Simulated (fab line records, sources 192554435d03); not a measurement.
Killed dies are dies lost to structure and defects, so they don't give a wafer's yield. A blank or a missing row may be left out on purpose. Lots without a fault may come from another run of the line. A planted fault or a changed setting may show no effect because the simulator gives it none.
Chamber matching | flow n5_finfet | N5_BEOL_M5_PECVD_70 on pecvd-02: 3 sister chambers
The step deposits SiO2 from TEOS/O2, target thk 16 nm, time 18 s. 6 wafers are shown with their chamber, then 6 later ones without.

WAFERS WITH THEIR CHAMBER
wafer  | chamber | throttle_valve_pct (%) | heater_power_w (W)
L726.6 | 2       | 21.5                   | 607
L732.6 | 0       | 22.3                   | 563
L733.5 | 1       | 22.8                   | 786
L733.6 | 0       | 22.3                   | 599
L734.2 | 2       | 21.8                   | 649
L734.3 | 1       | 22.8                   | 697

WAFERS WITHOUT THEIR CHAMBER
wafer  | throttle_valve_pct (%) | heater_power_w (W)
L734.5 | 22.3                   | 677
L743.2 | 22.7                   | 812
L743.4 | 22.9                   | 784
L745.1 | 22.2                   | 711
L745.3 | 22.9                   | 775
L745.5 | 23.0                   | 778

WHICH CHAMBER EACH WENT THROUGH
wafer  | from the rows above          | in truth
L734.5 | 0                            | 0
L743.2 | 1                            | 1
L743.4 | 1                            | 1
L745.1 | can't be placed: 0 or 2 or 1 | 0
L745.3 | 1                            | 1
L745.5 | 1                            | 1
Placed correctly: 5 of 6. Can't be placed from these rows: 1 (the true chamber is among the candidates in 1). Placed wrongly: 0.
How it was worked out, from the rows above alone: a wafer's distance from a chamber is the root of the sum, over the readings, of the square of ((its reading less the chamber's mean) divided by the reading's scatter). The wafer belongs to the nearest chamber; if the next one is less than 2 further off, it can't be placed. A chamber's mean is the mean of its shown wafers. The scatter: the root of (the sum of the squares of (reading less its chamber's mean) over the shown wafers, divided by (wafers less chambers)).
